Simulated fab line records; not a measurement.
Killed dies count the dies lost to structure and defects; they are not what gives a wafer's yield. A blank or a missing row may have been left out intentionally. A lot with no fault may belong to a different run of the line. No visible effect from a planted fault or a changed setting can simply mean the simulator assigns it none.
Matching of chambers | flow n5Finfet | N5_PMOS_HMC_CHANNEL_EPI_ETCH_38 on rieSi-01: 4 sister chambers
The step etches SiO2 in CF4, target depth 1.5 nm. 8 wafers are shown with their chamber, then 8 later ones without.

## WAFERS, EACH WITH ITS CHAMBER
wafer  | chamber | drypumpMotorCurrentA (A) | throttleValvePct (%)
L080.4 | 3       | 6.3                      | 21.81
L080.6 | 0       | 5.3                      | 21.32
L084.2 | 2       | 6.6                      | 21.78
L084.6 | 3       | 6.3                      | 21.82
L085.1 | 2       | 6.5                      | 21.76
L085.2 | 0       | 5.4                      | 21.33
L085.6 | 1       | 5.5                      | 21.77
L086.2 | 1       | 5.5                      | 21.75

## WAFERS WITHOUT THEIR CHAMBER
wafer  | drypumpMotorCurrentA (A) | throttleValvePct (%)
L086.3 | 5.4                      | 21.32
L086.6 | 6.3                      | 21.82
L089.2 | 5.3                      | 21.32
L089.4 | 6.6                      | 21.76
L089.5 | 6.3                      | 21.83
L091.2 | 6.5                      | 21.77
L091.3 | 5.5                      | 21.76
L091.6 | 6.6                      | 21.76

## WHICH CHAMBER EACH ONE RAN IN
wafer  | from the rows above | in truth
L086.3 | 0                   | 0
L086.6 | 3                   | 3
L089.2 | 0                   | 0
L089.4 | 2                   | 2
L089.5 | 3                   | 3
L091.2 | 2                   | 2
L091.3 | 1                   | 1
L091.6 | 2                   | 2
Correctly placed: 8 of 8. Can't be placed from these rows: 0. Placed wrongly: 0.
How it was worked out, from the rows above alone: a wafer's distance from a chamber is the root of the sum, over the readings, of the square of ((its reading less the chamber's mean) divided by the reading's scatter). If the next closest chamber is less than 2 further off than the closest, the wafer can't be placed; otherwise it belongs to the closest. A chamber's mean is the mean of its shown wafers. How the scatter is found: for the shown wafers, subtract from each reading the mean of its chamber, square and add these, divide the total by (wafers less chambers), then take the root.
